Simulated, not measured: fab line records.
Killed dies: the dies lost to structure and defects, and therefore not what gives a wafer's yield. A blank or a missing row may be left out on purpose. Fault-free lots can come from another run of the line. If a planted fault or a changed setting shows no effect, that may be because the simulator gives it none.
Code-filled problem report in 8D (eight disciplines) form | flow n5 finfet | the parts of the form that need people (team, actions taken, sign-off) are left out

1. WHAT IS WRONG
Wafers without a fault read 1500.0 rpm, standard deviation 0.95; spin speed rpm at N5_BEOL_M4_COAT_67 reads a mean of 1626.9 rpm on 6 wafers belonging to 2 lots. So: +99 or more standard deviations from the usual mean.
The step: time 60 s, resist thk 60 nm.
First observed at day 9 05:55: wafer L899.1, on litho track-05. At this step, 12 wafers from 4 lots have a number in the record. The rule behind "out" and "out of limits": a value lying over 4 standard deviations away from the usual mean. The other wafers with a number count as sound.

2. WHAT IT IS, WHAT IT ISN'T
question                    | is                     | is not
which readings at this step | spin speed rpm         | -
which lots                  | L899, L901             | L908, L912
which wafers of those lots  | all that have a number | -
read on which tools         | litho track-05         | litho track-01
when                        | from day 9 05:55       | up to then (0 sound wafers); but 6 sound wafers of L908, L912 came after

3. WHAT RULES OUT EACH SUSPECT
Counting: a tool at any process step up to the reading remains a suspect when it ran all the lots that are out and ran no sound lot after the first of those.
- litho track-05 at N5_BEOL_M4_COAT_67 (time 60 s, resist thk 60 nm): ruled out as a lasting fault. The sound lots L912 went through it after L899, its earliest lot that is out (day 9 05:55).
Left after counting: nothing in the record.

4. THE CAUSE (what the simulator had put in)
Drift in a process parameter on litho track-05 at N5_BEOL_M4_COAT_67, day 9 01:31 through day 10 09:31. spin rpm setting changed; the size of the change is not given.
Counting ruled it out, wrongly.

5. SEQUENCE OF EFFECTS, ordered by route
Each row: a reading whose mean over the struck wafers that have a number lies more than 3 standard deviations from the usual. Only readings for which the record gives a usual standard deviation are gone through. hours: the time from each lot's start at the first step in this table that gives one to its start at this step, as a median over the lots. sigmas: the change in usual standard deviations.
hours | step               | reading        | usual      | on struck wafers | change | sigmas
0     | N5_BEOL_M4_COAT_67 | spin speed rpm | 1500.0 rpm | 1626.9           | +126.9 | +99 or more
Process steps it contains:
- N5_BEOL_M4_COAT_67: time 60 s, resist thk 60 nm.
At these later measuring or inspecting steps, every struck wafer for which the step has a row has a number for every such reading, and none has moved that far: N5_BEOL_M4_RC_MEAS_101.

6. WHAT WOULD HAVE CAUGHT IT SOONER
In this record the first reading out of limits was taken at day 9 05:55, 4 hours after the fault began at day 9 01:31.
